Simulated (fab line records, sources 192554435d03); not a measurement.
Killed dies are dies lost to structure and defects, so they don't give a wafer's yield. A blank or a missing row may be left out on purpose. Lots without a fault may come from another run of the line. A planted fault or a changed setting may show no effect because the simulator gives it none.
Chamber matching | flow n5_finfet | N5_BEOL_M5_CMP_52 on cmp-03: 4 sister chambers
The step polishes, stops on SiCOH lowk, t overpolish 6.9 s, target thk 62 nm. 8 wafers are shown with their chamber, then 7 later ones without.

WAFERS WITH THEIR CHAMBER
wafer  | chamber | motor_current_A (A) | time_to_endpoint_s (s)
L080.3 | 3       | 5.5                 | 60
L079.4 | 0       | 6.1                 | 67
L079.5 | 2       | 5.2                 | 56
L083.3 | 1       | 6.8                 | 60
L083.5 | 1       | 7.1                 | 56
L083.6 | 2       | 5.6                 | 51
L084.2 | 0       | 6.5                 | 64
L084.3 | 3       | 5.8                 | 58

WAFERS WITHOUT THEIR CHAMBER
wafer  | motor_current_A (A) | time_to_endpoint_s (s)
L084.6 | 5.4                 | 57
L090.2 | 5.1                 | 58
L090.5 | 5.7                 | 63
L090.6 | 5.6                 | 60
L093.3 | 7.0                 | 66
L093.5 | 6.1                 | 73
L093.6 | 5.7                 | 61

WHICH CHAMBER EACH WENT THROUGH
wafer  | from the rows above     | in truth
L084.6 | can't be placed: 3 or 2 | 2
L090.2 | can't be placed: 2 or 3 | 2
L090.5 | can't be placed: 3 or 0 | 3
L090.6 | 3                       | 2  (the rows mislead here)
L093.3 | can't be placed: 0 or 1 | 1
L093.5 | 0                       | 0
L093.6 | 3                       | 3
Placed correctly: 2 of 7. Can't be placed from these rows: 4 (the true chamber is among the candidates in 4). Placed wrongly: 1.
How it was worked out, from the rows above alone: a wafer's distance from a chamber is the root of the sum, over the readings, of the square of ((its reading less the chamber's mean) divided by the reading's scatter). The wafer belongs to the nearest chamber; if the next one is less than 2 further off, it can't be placed. A chamber's mean is the mean of its shown wafers. The scatter: the root of (the sum of the squares of (reading less its chamber's mean) over the shown wafers, divided by (wafers less chambers)).
